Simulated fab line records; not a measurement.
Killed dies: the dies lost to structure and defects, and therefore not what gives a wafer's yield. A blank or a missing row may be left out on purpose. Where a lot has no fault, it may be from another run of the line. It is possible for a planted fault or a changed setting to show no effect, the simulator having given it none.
Split-lot trial    flow n5_finfet    39 wafers read from 7 lots, route of 1938 steps

== ON THE SPLIT ==
At N5_MOL_CONTACT_COAG_ALD_133 (deposits SiO2, target thk 5 nm, pulse time 1 s, co reactant pulse time 1 s), the setting ald_cycles was moved away from the recipe's 35 on 18 of the 39 wafers read, by -45.7% to +57.1%. The other wafers ran this setting at the recipe's value.

Reading taken at the split's own step.

== THE READING ==
SiO2_of_MOL_CONTACT_COAG_ALD_133.thk_nm (the simulator's own value, which no gauge read), in nm, at N5_MOL_CONTACT_COAG_ALD_133 (deposits SiO2, target thk 5 nm, pulse time 1 s, co reactant pulse time 1 s). No usual value for it is given in the file.

wafer   tool, chamber at the split  ald_cycles as run  against the recipe  SiO2_of_MOL_CONTACT_COAG_ALD_133.thk_nm, nm  against lot-mates on the recipe
L075.1  ald_sin-04, 3,0,2           35                 recipe              5                                            -
L075.2  ald_sin-04, 3,0,2           35                 recipe              5                                            -
L075.3  ald_sin-04, 3,0,2           35                 recipe              5                                            -
L075.4  ald_sin-04, 1,0,1           52                 +48.6%              7.4                                          +2.4
L075.5  ald_sin-04, 1,0,1           52                 +48.6%              7.4                                          +2.4
L075.6  ald_sin-04, 1,0,1           52                 +48.6%              7.4                                          +2.4
L076.2  ald_sin-04, 1,2,3           35                 recipe              5                                            -
L076.4  ald_sin-04, 1,2,3           35                 recipe              5                                            -
L076.6  ald_sin-04, 1,2,3           35                 recipe              5                                            -
L083.1  ald_sin-04, 2,3,2           35                 recipe              5                                            -
L083.3  ald_sin-04, 2,3,2           35                 recipe              5                                            -
L083.6  ald_sin-04, 2,3,2           35                 recipe              5                                            -
L083.2  ald_sin-04, 0               19                 -45.7%              2.6                                          -2.4
L083.4  ald_sin-04, 1               19                 -45.7%              2.8                                          -2.2
L083.5  ald_sin-04, 1               19                 -45.7%              2.8                                          -2.2
L086.1  ald_sin-02, 0,3,2           26                 -25.7%              3.8                                          -1.2
L086.2  ald_sin-02, 0,3,2           26                 -25.7%              3.8                                          -1.2
L086.4  ald_sin-02, 0,3,2           26                 -25.7%              3.8                                          -1.2
L086.3  ald_sin-02, 1,2,1           35                 recipe              5                                            -
L086.5  ald_sin-02, 1,2,1           35                 recipe              5                                            -
L086.6  ald_sin-02, 1,2,1           35                 recipe              5                                            -
L087.1  ald_sin-04, 1,0,1           35                 recipe              5                                            -
L087.4  ald_sin-04, 1,0,1           35                 recipe              5                                            -
L087.5  ald_sin-04, 1,0,1           35                 recipe              5                                            -
L087.2  ald_sin-04, 2,3,0           55                 +57.1%              7.8                                          +2.8
L087.3  ald_sin-04, 2,3,0           55                 +57.1%              7.8                                          +2.8
L087.6  ald_sin-04, 2,3,0           55                 +57.1%              7.8                                          +2.8
L088.1  ald_sin-02, 1,0,2           54                 +54.3%              7.8                                          +2.8
L088.2  ald_sin-02, 1,0,2           54                 +54.3%              7.8                                          +2.8
L088.4  ald_sin-02, 1,0,2           54                 +54.3%              7.8                                          +2.8
L088.3  ald_sin-02, 3,2,1           35                 recipe              5                                            -
L088.5  ald_sin-02, 3,2,1           35                 recipe              5                                            -
L088.6  ald_sin-02, 3,2,1           35                 recipe              5                                            -
L097.1  ald_sin-03, 1,0,1           43                 +22.9%              6.2                                          +1.2
L097.3  ald_sin-03, 1,0,1           43                 +22.9%              6.2                                          +1.2
L097.6  ald_sin-03, 1,0,1           43                 +22.9%              6.2                                          +1.2
L097.2  ald_sin-03, 2,2,0           35                 recipe              5                                            -
L097.4  ald_sin-03, 2,2,0           35                 recipe              5                                            -
L097.5  ald_sin-03, 2,2,0           35                 recipe              5                                            -
If several chambers appear in one row, that row covers several wafers at once and the file leaves open which wafer was in which chamber.

THE FIT
A straight line over all 39 wafers: SiO2_of_MOL_CONTACT_COAG_ALD_133.thk_nm changes by +0.0497 nm for each +1% of ald_cycles; r = +1.00; the points scatter about the line by 0.048 nm.
The same after taking each lot's own level away (the mean of its wafers on the recipe; 39 wafers): +0.0497 nm for each +1%; r = +1.00; scatter 0.048 nm.
On that fit, the largest move of ald_cycles shifts the reading by 2.8 nm.
The lots' own levels span 5.00 to 5.00 nm.
The two slopes agree, so the slope changes little with the lot-to-lot level.
Check: with one of the wafers moved furthest among these (+57.1%) left out of the fit, the line predicts +2.86 nm for it against its lot-mates. Against them it came out at +2.8 nm.

== ADDITIONAL SPLITS CARRIED BY THESE WAFERS ==
Before the reading, these wafers also passed through other splits. Each is held against what the fit with the lots' levels taken away leaves over:
other split on the same wafers  wafers away from the commonest value  r with SiO2_of_MOL_CONTACT_COAG_ALD_133.thk_nm (lot level and that fit taken away)
N5_FIN_SAQP_HM_DEP_03 time_s    12                                    -0.26

== THE FILE'S OWN FIT ==
SiO2_of_MOL_CONTACT_COAG_ALD_133.thk_nm changes by +0.0499 nm for each +1% of ald_cycles, r = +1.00.
